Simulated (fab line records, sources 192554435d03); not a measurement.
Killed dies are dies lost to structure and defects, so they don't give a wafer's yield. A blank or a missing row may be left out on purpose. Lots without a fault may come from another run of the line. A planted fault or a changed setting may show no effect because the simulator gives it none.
fab line records | flow n5_finfet
record lots=10 wafers=30 last_day=18
route steps=1938 shown BEOL_M2@914 PASSIVATION@1906
lots that met no fault: from a run of the same line without faults
start_h: hours from the record's first day to the start of the lot's first wafer shown | wait_h: hours since the lot's step before | " the same as in the row above | L1.1+2: a row that stands for several wafers | - no value, or no start given | * or withheld: withheld | < > ~ a bound
route shown NAME@n: a module of which the file shows steps, and the number in the route of the first | usual: mean/standard deviation of fault-free wafers | same: alike in all rows | chamber/n: place in a boat | sites: the reading at each site | _std_site: their standard deviation | _edge_site: outer sites' mean less inner sites' | radius_mm: how far each site lies from the wafer's centre | mask NAME#n: copy n | behind: the tool/chamber that last shaped the wafer | hold: why the lot was held/for how many hours/how that ended | device: the transistor (n, p or np) that didn't switch | end of line: the same wafers' tests at the end of the route | a step without rows: its recipe alone | killed: dies lost to structure and defects at the first sort, not the wafer's yield | map: a wafer's dies, x killed, . not, _ none there
set.NAME: the setting as run; set.NAME@STEP: as run at that earlier step | model.NAME: the simulator's own value behind a step, which no gauge read
steps of the route over a sample of lots; a table a step, a row a wafer
services: from which hour (start_h, from the record's first day; less than 0 if before it) a tool's chamber was out of use, for how many hours, and why
## steps
# step N5_BEOL_M2_SPUTTER_90
# recipe material=Cu target_thk_a=45 temp_c=-20 chamber_pressure_pa=0.07 power_w=withheld time_s=8.29
# usual susceptor_temp_C=-20.01/0.1 throttle_valve_pct=29.7/1
# same time_s=8.29
# columns lot.wafer tool chamber start_h wait_h susceptor_temp_C throttle_valve_pct
L502.2 pvd_sputter-03 - 148.46 0.1 -19.98 31.0
L502.4 " - " " -20.04 28.4
L502.5 " - " " -19.97 28.1
L503.3 pvd_sputter-01 - 153.42 0.1 -19.95 30.1
L503.4 " - " " -20.04 31.3
L503.6 " - " " -20.03 30.4
L507.2 pvd_sputter-03 - 175.04 0.1 -20.08 28.9
L507.3 " - " " -19.87 28.4
L507.4 " - " " -19.90 31.3
L515.2 pvd_sputter-01 - 261.63 0.1 -20.06 29.9
L515.3 " - " " -19.98 31.2
L515.5 " - " " -19.88 30.5
L522.2 pvd_sputter-02 - 262.71 0.1 -19.91 28.8
L522.5 " - " " -20.08 28.8
L522.6 " - " " -20.00 29.3
L519.2 pvd_sputter-02 - 268.75 0.1 -20.11 30.5
L519.4 " - " " -19.99 29.1
L519.6 " - " " -19.90 29.1
L518.1 pvd_sputter-03 - 271.35 0.1 -19.88 28.9
L518.2 " - " " -20.02 31.3
L518.3 " - " " -19.97 28.4
L514.1 pvd_sputter-03 - 276.55 0.1 -20.06 28.4
L514.2 " - " " -20.07 31.2
L514.3 " - " " -20.15 29.0
L520.2 pvd_sputter-02 - 277.41 0.1 -20.09 28.4
L520.3 " - " " -19.92 29.1
L520.6 " - " " -19.95 30.6
L513.3 pvd_sputter-02 - 288.98 0.1 -19.99 29.2
L513.4 " - " " -20.07 28.2
L513.5 " - " " -19.86 29.2
# step N5_PASSIVATION_OVL_MEAS_63
# recipe points_per_wafer=44
# usual PAD_OVL=0/5.5
# columns lot.wafer tool chamber start_h wait_h PAD_OVL[nm]
L503.3 overlay-01 0 250.29 0.0 -9
L503.4 " 0 " " 1
L503.6 " 0 " " 5
L502.2 overlay-01 0 253.56 0.0 17
L502.4 " 0 " " 11
L502.5 " 0 " " 9
L507.2 overlay-01 0 274.54 0.0 -1
L507.3 " 0 " " 6
L507.4 " 0 " " 1
L515.2 overlay-01 0 370.73 0.0 -3
L515.3 " 0 " " 1
L515.5 " 0 " " 8
L522.2 overlay-01 0 387.24 0.0 -1
L522.5 " 0 " " -3
L522.6 " 0 " " 4
L519.2 overlay-02 0 415.75 0.0 0
L519.4 " 0 " " 1
L519.6 " 0 " " -3
L518.1 overlay-01 0 416.58 0.0 4
L518.2 " 0 " " -3
L518.3 " 0 " " 12
L520.2 overlay-02 0 427.78 0.0 -9
L520.3 " 0 " " -3
L520.6 " 0 " " 3
L513.3 overlay-01 0 437.07 0.0 4
L513.4 " 0 " " 6
L513.5 " 0 " " -1
L514.1 overlay-02 0 437.11 0.0 -5
L514.2 " 0 " " -3
L514.3 " 0 " " -12
# step N5_PASSIVATION_DESCUM_32
# recipe chemistry=O2 time_s=7.9 source_power_w=50 bias_power_w=20 pressure_mtorr=20 rf_frequency_hz=2.712e+07 temp_c=40 o2_flow_sccm=225
# usual drypump_motor_current_A=5.9/0.44 oes_product_au=0.82/0.081 rf_vpp_V=243.3/1.6 showerhead_plenum_p_Torr=2.10/0.083 throttle_valve_pct=20.39/0.19
# same time_s=7.9
# columns lot.wafer tool chamber start_h wait_h drypump_motor_current_A oes_product_au rf_hours_counter_h rf_vpp_V showerhead_plenum_p_Torr throttle_valve_pct
L503.3 rie_diel-04 3 250.43 0.1 5.3 0.85 57 241.8 2.04 20.15
L503.4 " 0 " " 6.3 0.89 38 241.1 2.06 20.26
L503.6 " 0 " " 6.3 0.90 - 241.1 2.06 20.25
L502.2 rie_diel-04 2 253.62 0.0 6.3 0.69 230 242.0 1.98 20.92
L502.4 " 2 " " 6.3 0.70 - 240.5 1.98 20.92
L502.5 " 3 " " 5.3 0.85 - 242.2 2.04 20.16
L507.2 rie_diel-03 1 274.66 0.1 5.8 0.80 96 243.1 2.11 20.65
L507.3 " 3 " " 5.4 0.79 85 245.3 2.20 20.21
L507.4 " 0 " " 5.7 0.97 9 243.6 2.23 20.30
L515.2 rie_diel-04 3 371.10 0.3 5.3 0.81 90 242.5 2.03 20.20
L515.3 " 1 " " 6.3 0.82 101 244.0 2.10 20.42
L515.5 " 3 " " 5.3 0.81 - 242.3 2.03 20.22
L522.2 rie_diel-02 1 387.33 0.1 6.2 0.79 84 245.0 2.21 20.31
L522.5 " 1 " " 6.2 0.79 - 245.6 2.21 20.30
L522.6 " 0 " " 6.4 0.99 - 241.8 1.97 20.37
L519.2 rie_diel-04 1 415.80 0.0 6.3 0.81 113 243.8 2.10 20.43
L519.4 " 2 " " 6.3 0.91 17 245.8 2.23 20.66
L519.6 " 2 " " 6.3 0.91 - 244.1 2.23 20.66
L518.1 rie_diel-02 2 416.65 0.0 6.0 0.73 216 244.3 2.16 20.43
L518.2 " 1 " " 6.2 0.79 95 244.7 2.21 20.32
L518.3 " 0 " " 6.4 0.95 12 241.0 1.97 20.38
L520.2 rie_diel-02 0 427.84 0.0 6.4 0.93 16 242.1 1.97 20.40
L520.3 " 2 " " 6.0 0.72 220 243.7 2.16 20.45
L520.6 " 2 " " 6.0 0.72 - 243.8 2.16 20.45
L513.3 rie_diel-02 0 437.29 0.2 6.4 0.94 19 240.5 1.97 20.39
L513.4 " 2 " " 6.0 0.72 222 245.3 2.16 20.45
L513.5 " 0 " " 6.4 0.93 - 239.7 1.97 20.40
L514.1 rie_diel-02 2 437.36 0.2 6.0 0.71 222 243.5 2.16 20.44
L514.2 " 3 " " 6.3 0.79 130 243.6 2.09 20.52
L514.3 " 1 " " 6.2 0.78 100 244.3 2.21 20.35
# step N5_PASSIVATION_DESCUM_46
# recipe chemistry=O2 time_s=7.9 source_power_w=50 bias_power_w=20 pressure_mtorr=20 rf_frequency_hz=2.712e+07 temp_c=40 o2_flow_sccm=225
# usual drypump_motor_current_A=6.1/0.36 oes_product_au=0.81/0.07 rf_vpp_V=243.7/1.5 showerhead_plenum_p_Torr=2.12/0.086 throttle_valve_pct=20.41/0.15
# same time_s=7.9
# columns lot.wafer tool chamber start_h wait_h drypump_motor_current_A oes_product_au rf_hours_counter_h rf_vpp_V showerhead_plenum_p_Torr throttle_valve_pct
L503.3 rie_diel-02 3 252.33 0.0 6.4 0.86 68 244.7 2.11 20.39
L503.4 " 1 " " 6.2 0.85 39 243.4 2.23 20.24
L503.6 " 1 " " 6.2 0.86 - 244.3 2.23 20.23
L502.2 rie_diel-02 3 255.52 0.0 6.3 0.85 69 244.7 2.11 20.42
L502.4 " 2 " " 6.0 0.77 163 243.3 2.18 20.36
L502.5 " 3 " " 6.4 0.86 - 243.9 2.11 20.44
L507.2 rie_diel-03 3 276.52 0.0 5.4 0.80 86 246.2 2.20 20.20
L507.3 " 0 " " 5.7 0.98 9 246.4 2.23 20.31
L507.4 " 2 " " 5.1 0.68 239 242.3 2.06 20.45
L515.2 rie_diel-04 3 372.84 0.0 5.3 0.81 91 241.0 2.03 20.21
L515.3 " 1 " " 6.3 0.82 102 243.2 2.10 20.41
L515.5 " 0 " " 6.3 0.85 - 242.5 2.05 20.30
L522.2 rie_diel-04 1 389.61 0.4 6.3 0.82 107 243.5 2.10 20.41
L522.5 " 2 " " 6.3 0.93 - 245.0 2.23 20.65
L522.6 " 3 " " 5.3 0.80 - 242.2 2.02 20.20
L519.2 rie_diel-03 0 417.77 0.3 5.7 0.87 54 244.2 2.22 20.37
L519.4 " 0 " " 5.7 0.88 - 245.0 2.22 20.37
L519.6 " 3 " " 5.4 0.74 - 245.0 2.19 20.26
L518.1 rie_diel-02 3 418.95 0.6 6.3 0.79 125 242.9 2.09 20.50
L518.2 " 1 " " 6.2 0.78 95 246.2 2.21 20.31
L518.3 " 2 " " 6.0 0.72 217 243.8 2.16 20.44
L520.2 rie_diel-02 0 429.70 0.0 6.4 0.95 16 241.2 1.97 20.40
L520.3 " 1 " " 6.2 0.78 98 245.1 2.21 20.34
L520.6 " 0 " " 6.4 0.94 - 242.5 1.97 20.39
L513.3 rie_diel-03 0 439.06 0.1 5.7 0.87 63 244.6 2.21 20.38
L513.4 " 3 " " 5.4 0.73 139 244.1 2.18 20.27
L513.5 " 0 " " 5.7 0.87 - 244.9 2.21 20.38
L514.1 rie_diel-04 1 439.22 0.0 6.3 0.80 120 243.5 2.09 20.44
L514.2 " 0 " " 6.3 0.84 90 242.0 2.04 20.33
L514.3 " 2 " " 6.3 0.90 24 245.0 2.23 20.66
# step N5_PASSIVATION_PROBE_49
# usual defect_limited_yield=91.0/1.5 killed_at_M0_to_M3=32/9.6 killed_at_M4_up=13/4.7 killed_at_contacts=13/7.2 killed_at_front_end=44/13 killed_at_other=4/3.4 killed_dies=106/18 killed_on_rim=14/4.2 killed_open=70/13 killed_short=35/8 sort_bin_5_function=5.3/0.97 sort_bin_6_memory=3.4/0.73 sort_n_pass=1074/18 sort_yield_pct=91.0/1.5
# same gross_dies=1180 killed_at_back_side=0 sort_bin_4_leakage[%]=0 sort_bin_8_speed[%]=0
# columns lot.wafer tool chamber start_h wait_h defect_limited_yield[%] killed_at_M0_to_M3 killed_at_M4_up killed_at_contacts killed_at_front_end killed_at_other killed_dies killed_on_rim killed_open killed_short sort_bin_5_function[%] sort_bin_6_memory[%] sort_n_pass sort_yield_pct[%]
L503.3 prober-01 - 255.80 0.1 89.4 42 16 18 45 4 125 16 85 40 5.4 5.0 1055 89.4
L503.4 prober-01 - 255.85 0.2 90.9 34 14 19 36 4 107 11 61 43 5.4 3.1 1073 90.9
L503.6 prober-01 - 255.95 0.3 90.6 24 13 30 40 4 111 20 81 28 6.9 2.2 1069 90.6
L502.2 prober-01 - 258.65 0.1 90.3 38 14 19 44 0 115 10 74 41 5.3 3.9 1065 90.3
L502.4 prober-01 - 258.75 0.2 92.5 27 10 12 37 3 89 15 57 30 3.9 3.4 1091 92.5
L502.5 prober-01 - 258.80 0.2 93.0 19 13 15 35 1 83 12 65 18 3.6 3.2 1097 93.0
L507.2 prober-02 - 279.61 0.1 91.7 19 15 19 33 12 98 12 64 34 4.5 3.5 1082 91.7
L507.3 prober-02 - 279.66 0.1 83.8 112 13 12 45 9 191 30 63 34 9.5 4.7 989 83.8
L507.4 prober-02 - 279.71 0.2 93.1 18 16 21 25 2 82 9 56 26 4.2 2.5 1098 93.1
L515.2 prober-02 - 375.95 0.1 92.5 41 8 6 32 2 89 13 59 28 5.2 2.1 1091 92.5
L515.3 prober-02 - 376.00 0.1 92.2 36 12 14 30 0 92 10 56 34 4.8 2.7 1088 92.2
L515.5 prober-02 - 376.10 0.2 93.9 22 15 14 20 1 72 8 46 23 3.2 2.6 1108 93.9
L522.2 prober-02 - 392.72 0.1 88.6 46 11 12 63 3 135 18 90 42 5.8 5.3 1045 88.6
L522.5 prober-02 - 392.87 0.2 91.0 37 11 9 42 7 106 14 70 32 5.7 2.7 1074 91.0
L522.6 prober-02 - 392.92 0.3 90.5 35 10 9 52 6 112 14 68 44 5.3 3.9 1068 90.5
L519.2 prober-01 - 420.86 0.1 87.6 67 11 8 53 7 146 19 84 57 6.2 5.7 1034 87.6
L519.4 prober-01 - 420.96 0.2 90.3 32 10 18 49 5 114 12 76 32 5.4 3.7 1066 90.3
L519.6 prober-01 - 421.06 0.3 87.6 49 20 12 58 7 146 25 98 48 6.5 5.4 1034 87.6
L518.1 prober-01 - 425.08 0.0 89.5 33 16 26 47 2 124 15 87 36 5.8 4.3 1056 89.5
L518.2 prober-01 - 425.13 0.1 91.6 31 7 15 43 3 99 9 60 37 4.7 3.3 1081 91.6
L518.3 prober-01 - 425.18 0.1 91.0 22 11 20 50 3 106 16 63 42 5.3 3.2 1074 91.0
L520.2 prober-01 - 432.89 0.2 91.0 24 21 11 49 1 106 13 71 34 5.4 3.3 1074 91.0
L520.3 prober-01 - 432.94 0.2 93.1 18 19 11 31 2 81 11 50 30 4.5 2.3 1099 93.1
L520.6 prober-01 - 433.09 0.4 91.6 10 33 12 41 3 99 9 66 31 4.7 3.5 1081 91.6
L513.3 prober-02 - 442.20 0.1 90.3 23 21 21 46 3 114 17 85 29 5.8 3.7 1066 90.3
L513.4 prober-02 - 442.25 0.2 90.8 30 20 16 40 3 109 14 82 26 5.3 3.6 1071 90.8
L513.5 prober-02 - 442.30 0.2 88.8 41 17 43 31 0 132 20 86 41 6.2 4.2 1048 88.8
L514.1 prober-01 - 442.27 0.0 90.1 38 19 12 33 15 117 7 81 34 5.5 3.8 1063 90.1
L514.2 prober-01 - 442.32 0.1 92.7 24 16 4 35 7 86 17 59 23 3.9 3.3 1094 92.7
L514.3 prober-01 - 442.37 0.1 93.2 25 7 6 39 3 80 7 54 25 4.0 2.3 1100 93.2
# killed by level:class
L503.3 STI_FIN_REVEAL:geometric_particle:open=23 MOL_CONTACT_COAG:geometric_particle:open=16 STI_FIN_REVEAL:geometric_particle:short=8 BEOL_M0_SAQP:geometric_particle:short=8 BEOL_M2:geometric_particle:open=8 BEOL_M4:geometric_particle:open=7 BEOL_M0_SAQP:geometric_particle:open=7 BEOL_M3:geometric_particle:open=7
L503.4 MOL_CONTACT_COAG:geometric_particle:open=16 BEOL_M0_SAQP:geometric_particle:open=9 GATE_CUT:geometric_particle:short=7 BEOL_M0_SAQP:geometric_particle:short=7 BEOL_M4:geometric_particle:short=6 BEOL_M3:geometric_particle:open=5 BEOL_M5:geometric_particle:open=5 STI_FIN_REVEAL:geometric_particle:open=4
L503.6 MOL_CONTACT_COAG:geometric_particle:open=25 BEOL_M3:geometric_particle:open=12 STI_FIN_REVEAL:geometric_particle:open=11 GATE_CUT:geometric_particle:short=6 DUMMY_GATE:geometric_particle:open=6 STI_FIN_REVEAL:geometric_particle:short=5 FIN_SAQP:geometric_particle:open=4 MOL_CONTACT_COAG:geometric_particle:short=4
L502.2 FIN_SAQP:geometric_particle:short=14 MOL_CONTACT_COAG:geometric_particle:open=14 BEOL_M4:geometric_particle:open=10 BEOL_M2:geometric_particle:open=8 FIN_SAQP:geometric_particle:open=7 BEOL_M3:geometric_particle:open=7 GATE_CUT:geometric_particle:short=6 BEOL_M1:geometric_particle:open=6
L502.4 BEOL_M2:geometric_particle:open=15 MOL_CONTACT_COAG:geometric_particle:open=7 STI_FIN_REVEAL:geometric_particle:open=6 FIN_SAQP:geometric_particle:open=6 BEOL_M3:geometric_particle:open=6 MOL_CONTACT_COAG:geometric_particle:short=5 STARTING-WAFER:geometric_particle:short=5 FIN_SAQP:geometric_particle:short=4
L502.5 MOL_CONTACT_COAG:geometric_particle:open=13 FIN_SAQP:geometric_particle:open=12 BEOL_M4:geometric_particle:open=9 FIN_SAQP:geometric_particle:short=8 BEOL_M3:geometric_particle:open=8 BEOL_M2:geometric_particle:open=6 STI_FIN_REVEAL:geometric_particle:open=3 DUMMY_GATE:geometric_particle:open=3
L507.2 MOL_CONTACT_COAG:geometric_particle:open=15 FIN_SAQP:geometric_particle:open=8 BEOL_M0_SAQP:geometric_particle:open=8 FIN_SAQP:geometric_particle:short=6 DUMMY_GATE:geometric_particle:open=6 BEOL_M4:geometric_particle:short=5 BEOL_M4:geometric_particle:open=5 MOL_CONTACT_COAG:geometric_particle:short=4
L507.3 BEOL_M2:unspecified=93 STI_FIN_REVEAL:geometric_particle:open=10 MOL_CONTACT_COAG:geometric_particle:open=8 FIN_SAQP:geometric_particle:open=7 GATE_CUT:geometric_particle:short=5 FIN_SAQP:geometric_particle:short=4 GATE_CUT:geometric_particle:open=4 MOL_CONTACT_COAG:geometric_particle:short=4
L507.4 MOL_CONTACT_COAG:geometric_particle:open=16 BEOL_M4:geometric_particle:open=9 FIN_SAQP:geometric_particle:open=6 BEOL_M4:geometric_particle:short=6 GATE_CUT:geometric_particle:open=6 MOL_CONTACT_COAG:geometric_particle:short=5 BEOL_M0:geometric_particle:open=4 STI_FIN_REVEAL:geometric_particle:open=3
L515.2 BEOL_M0_SAQP:geometric_particle:open=16 FIN_SAQP:geometric_particle:short=9 BEOL_M0_SAQP:geometric_particle:short=9 DUMMY_GATE:geometric_particle:open=6 MOL_CONTACT_COAG:geometric_particle:open=6 FIN_SAQP:geometric_particle:open=5 BEOL_M1:geometric_particle:open=4 BEOL_M2:geometric_particle:open=4
L515.3 BEOL_M0_SAQP:geometric_particle:open=13 MOL_CONTACT_COAG:geometric_particle:open=12 FIN_SAQP:geometric_particle:short=9 BEOL_M0_SAQP:geometric_particle:short=8 FIN_SAQP:geometric_particle:open=7 BEOL_M2:geometric_particle:open=6 GATE_CUT:geometric_particle:short=3 BEOL_M4:geometric_particle:open=3
L515.5 MOL_CONTACT_COAG:geometric_particle:open=12 BEOL_M0_SAQP:geometric_particle:open=8 BEOL_M0_SAQP:geometric_particle:short=7 FIN_SAQP:geometric_particle:open=6 BEOL_M4:geometric_particle:open=6 BEOL_M3:geometric_particle:open=4 STARTING-WAFER:geometric_particle:short=3 STARTING-WAFER:geometric_particle:open=3
L522.2 STI_FIN_REVEAL:geometric_particle:open=20 BEOL_M2:geometric_particle:open=14 FIN_SAQP:geometric_particle:short=11 FIN_SAQP:geometric_particle:open=10 BEOL_M3:geometric_particle:open=10 MOL_CONTACT_COAG:geometric_particle:open=8 BEOL_M0_SAQP:geometric_particle:short=6 BEOL_M0_SAQP:geometric_particle:open=5
L522.5 STI_FIN_REVEAL:geometric_particle:open=10 BEOL_M0_SAQP:geometric_particle:open=10 FIN_SAQP:geometric_particle:open=9 BEOL_M0_SAQP:geometric_particle:short=9 BEOL_M3:geometric_particle:open=7 BEOL_M4:geometric_particle:open=7 FIN_SAQP:geometric_particle:short=6 MOL_CONTACT_COAG:geometric_particle:open=6
L522.6 STI_FIN_REVEAL:geometric_particle:open=16 FIN_SAQP:geometric_particle:short=10 FIN_SAQP:geometric_particle:open=9 BEOL_M0_SAQP:geometric_particle:short=9 BEOL_M1:geometric_particle:open=8 MOL_CONTACT_COAG:geometric_particle:open=6 BEOL_M3:geometric_particle:open=6 BEOL_M4:geometric_particle:open=6
L519.2 BEOL_M0_SAQP:geometric_particle:short=24 BEOL_M0_SAQP:geometric_particle:open=19 FIN_SAQP:geometric_particle:open=14 BEOL_M3:geometric_particle:open=13 FIN_SAQP:geometric_particle:short=12 STI_FIN_REVEAL:geometric_particle:open=9 MOL_CONTACT_COAG:geometric_particle:open=7 GATE_CUT:geometric_particle:short=4
L519.4 FIN_SAQP:geometric_particle:open=14 BEOL_M0_SAQP:geometric_particle:open=14 MOL_CONTACT_COAG:geometric_particle:open=14 FIN_SAQP:geometric_particle:short=11 STI_FIN_REVEAL:geometric_particle:open=8 BEOL_M0_SAQP:geometric_particle:short=7 BEOL_M3:geometric_particle:open=6 BEOL_M4:geometric_particle:open=6
L519.6 FIN_SAQP:geometric_particle:open=21 BEOL_M0_SAQP:geometric_particle:short=18 BEOL_M0_SAQP:geometric_particle:open=15 FIN_SAQP:geometric_particle:short=12 BEOL_M4:geometric_particle:open=11 MOL_CONTACT_COAG:geometric_particle:open=11 STI_FIN_REVEAL:geometric_particle:open=10 BEOL_M3:geometric_particle:open=9
L518.1 MOL_CONTACT_COAG:geometric_particle:open=22 STI_FIN_REVEAL:geometric_particle:open=18 BEOL_M0_SAQP:geometric_particle:short=11 BEOL_M0_SAQP:geometric_particle:open=7 BEOL_M1:geometric_particle:open=7 FIN_SAQP:geometric_particle:open=6 BEOL_M8:geometric_particle:open=6 DUMMY_GATE:geometric_particle:open=5
L518.2 MOL_CONTACT_COAG:geometric_particle:open=12 STI_FIN_REVEAL:geometric_particle:open=9 BEOL_M0:geometric_particle:open=7 STARTING-WAFER:geometric_particle:short=7 BEOL_M0_SAQP:geometric_particle:short=6 BEOL_M0_SAQP:geometric_particle:open=6 STI_FIN_REVEAL:geometric_particle:short=5 FIN_SAQP:geometric_particle:short=4
L518.3 MOL_CONTACT_COAG:geometric_particle:open=15 STI_FIN_REVEAL:geometric_particle:open=12 BEOL_M0_SAQP:geometric_particle:short=8 STI_FIN_REVEAL:geometric_particle:short=7 GATE_CUT:geometric_particle:short=6 MOL_CONTACT_COAG:geometric_particle:short=5 BEOL_M1:geometric_particle:open=5 BEOL_M3:geometric_particle:open=5
L520.2 FIN_SAQP:geometric_particle:open=12 STI_FIN_REVEAL:geometric_particle:open=12 BEOL_M5:geometric_particle:open=7 FIN_SAQP:geometric_particle:short=7 MOL_CONTACT_COAG:geometric_particle:open=7 BEOL_M4:geometric_particle:open=7 BEOL_M0_SAQP:geometric_particle:open=6 GATE_CUT:geometric_particle:short=5
L520.3 STI_FIN_REVEAL:geometric_particle:open=10 FIN_SAQP:geometric_particle:short=9 MOL_CONTACT_COAG:geometric_particle:open=7 BEOL_M4:geometric_particle:open=7 BEOL_M2:geometric_particle:open=6 FIN_SAQP:geometric_particle:open=4 MOL_CONTACT_COAG:geometric_particle:short=4 BEOL_M0_SAQP:geometric_particle:open=3
L520.6 BEOL_M4:geometric_particle:open=16 GATE_CUT:geometric_particle:short=9 MOL_CONTACT_COAG:geometric_particle:open=8 BEOL_M7:geometric_particle:open=7 STI_FIN_REVEAL:geometric_particle:open=6 FIN_SAQP:geometric_particle:open=5 DUMMY_GATE:geometric_particle:open=4 MOL_CONTACT_COAG:geometric_particle:short=4
L513.3 FIN_SAQP:geometric_particle:open=20 MOL_CONTACT_COAG:geometric_particle:open=17 BEOL_M4:geometric_particle:open=9 BEOL_M1:geometric_particle:open=6 BEOL_M5:geometric_particle:open=6 GATE_CUT:geometric_particle:short=5 FIN_SAQP:geometric_particle:short=4 STI_FIN_REVEAL:geometric_particle:open=4
L513.4 MOL_CONTACT_COAG:geometric_particle:open=13 BEOL_M4:geometric_particle:open=13 FIN_SAQP:geometric_particle:open=12 STI_FIN_REVEAL:geometric_particle:open=7 BEOL_M3:geometric_particle:open=6 BEOL_M0:geometric_particle:open=5 DUMMY_GATE:geometric_particle:open=5 BEOL_M1:geometric_particle:open=5
L514.1 BEOL_M1:geometric_particle:open=15 FIN_SAQP:geometric_particle:open=13 MOL_CONTACT_COAG:geometric_particle:open=9 BEOL_M0_SAQP:geometric_particle:short=7 BEOL_M3:geometric_particle:open=7 BEOL_M5:geometric_particle:open=7 PASS1_CAP:geometric_particle:open=6 FIN_SAQP:geometric_particle:short=5
L513.5 MOL_CONTACT_COAG:geometric_particle:open=34 BEOL_M0_SAQP:geometric_particle:short=11 MOL_CONTACT_COAG:geometric_particle:short=9 BEOL_M1:geometric_particle:open=9 FIN_SAQP:geometric_particle:open=7 BEOL_M4:geometric_particle:open=7 BEOL_M0_SAQP:geometric_particle:open=6 HKMG_FIN:area_etch=5
L514.2 FIN_SAQP:geometric_particle:open=7 DUMMY_GATE:geometric_particle:open=7 BEOL_M3:geometric_particle:open=7 BEOL_M0_SAQP:geometric_particle:short=5 BEOL_M1:geometric_particle:open=5 FIN_SAQP:geometric_particle:short=4 STI_FIN_REVEAL:geometric_particle:open=4 MOL_CONTACT_COAG:geometric_particle:open=4
L514.3 FIN_SAQP:geometric_particle:open=10 STI_FIN_REVEAL:geometric_particle:open=5 BEOL_M1:geometric_particle:open=5 BEOL_M2:geometric_particle:open=5 STARTING-WAFER:geometric_particle:open=5 MOL_CONTACT_COAG:geometric_particle:open=4 FIN_SAQP:geometric_particle:short=3 DUMMY_GATE:geometric_particle:open=3
## services
# columns tool chamber start_h hours kind
rie_diel-02 1 132.22 - clean
rie_diel-02 1 132.22 - consumable_replace:focus_ring
rie_diel-02 1 132.22 - consumable_replace:showerhead
rie_diel-02 1 132.22 12.2 scheduled_down
rie_diel-02 1 132.22 12.2 vent_cycle
rie_diel-04 - 153.03 28.1 pm
rie_diel-02 1 162.01 21.4 repair
rie_diel-02 3 179.16 26.0 repair
rie_diel-04 - 181.13 14.6 pm
rie_diel-03 - 246.82 1.1 repair
rie_diel-04 0 253.23 8.6 repair
pvd_sputter-01 - 273.00 6.9 repair
rie_diel-04 - 273.54 1.3 repair
pvd_sputter-01 - 303.61 2.6 repair
pvd_sputter-01 - 340.71 0.5 repair
pvd_sputter-01 - 361.77 2.6 repair
rie_diel-02 0 367.04 - clean
rie_diel-02 0 367.04 - consumable_replace:focus_ring
rie_diel-03 3 380.63 2.6 repair
rie_diel-04 2 381.35 3.7 repair
pvd_sputter-03 - 381.99 4.0 repair
pvd_sputter-01 - 393.31 2.4 repair
rie_diel-03 2 400.26 25.0 repair
rie_diel-03 0 402.50 2.4 repair
## key
first_sign step=N5_PASSIVATION_PROBE_49 reading=killed_at_M0_to_M3 direction=up sigmas=8.4 usual=32 struck=112
effect step=N5_PASSIVATION_PROBE_49 reading=defect_limited_yield direction=down sigmas=4.7 usual=91.0 struck=83.8
more_kills_born_at N5_BEOL_M2_SPUTTER_90@pvd_sputter-03=93
met_at N5_BEOL_M2_SPUTTER_90
struck_lots L507
struck_wafers L507.3
not_acting_at N5_PASSIVATION_OVL_MEAS_63,N5_PASSIVATION_DESCUM_32,N5_PASSIVATION_DESCUM_46
onset_between 148.46 175.04
fault kind=chamber_particle_source tool=pvd_sputter-03 chamber=- onset_h=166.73 steps=N5_BEOL_M2_SPUTTER_90 rate_per_visit_cm2=0.84986 end_h=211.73 scope=struck_wafers_only
